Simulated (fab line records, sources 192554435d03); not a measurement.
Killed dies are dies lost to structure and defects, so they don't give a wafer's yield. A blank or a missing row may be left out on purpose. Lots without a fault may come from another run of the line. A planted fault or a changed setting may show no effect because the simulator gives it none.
Chamber matching | flow n5_finfet | N5_BEOL_M4_ETCHBACK_99 on rie_diel-01: 4 sister chambers
The step etches SiO2 in CHF3, target depth 5 nm, time 10.4 s. 4 wafers are shown with their chamber, then 9 later ones without.

WAFERS WITH THEIR CHAMBER
wafer  | chamber | showerhead_plenum_p_Torr (Torr)
L252.4 | 0       | 2.07
L252.6 | 3       | 2.07
L254.5 | 1       | 2.11
L254.6 | 2       | 2.13

WAFERS WITHOUT THEIR CHAMBER
wafer  | showerhead_plenum_p_Torr (Torr)
L257.1 | 2.06
L257.4 | 2.06
L257.5 | 2.13
L265.1 | 2.05
L265.4 | 2.05
L265.6 | 2.05
L266.2 | 2.10
L266.3 | 2.05
L266.6 | 2.05

WHICH CHAMBER EACH WENT THROUGH
wafer  | from the rows above               | in truth
L257.1 | can't be placed: 0 or 3           | 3
L257.4 | can't be placed: 0 or 3           | 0
L257.5 | can't be placed: 2 or 1           | 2
L265.1 | can't be placed: 0 or 3           | 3
L265.4 | can't be placed: 0 or 3           | 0
L265.6 | can't be placed: 0 or 3           | 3
L266.2 | can't be placed: 1 or 2 or 0 or 3 | 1
L266.3 | can't be placed: 0 or 3           | 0
L266.6 | can't be placed: 0 or 3           | 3
Placed correctly: 0 of 9. Can't be placed from these rows: 9 (the true chamber is among the candidates in 9). Placed wrongly: 0.
How it was worked out, from the rows above alone: a wafer's distance from a chamber is the root of the sum, over the readings, of the square of ((its reading less the chamber's mean) divided by the reading's scatter). The wafer belongs to the nearest chamber; if the next one is less than 2 further off, it can't be placed. A chamber's mean is the mean of its shown wafers. The scatter: with one shown wafer a chamber, the root of the mean of the squares of how far each hidden wafer lies from its nearest shown one.
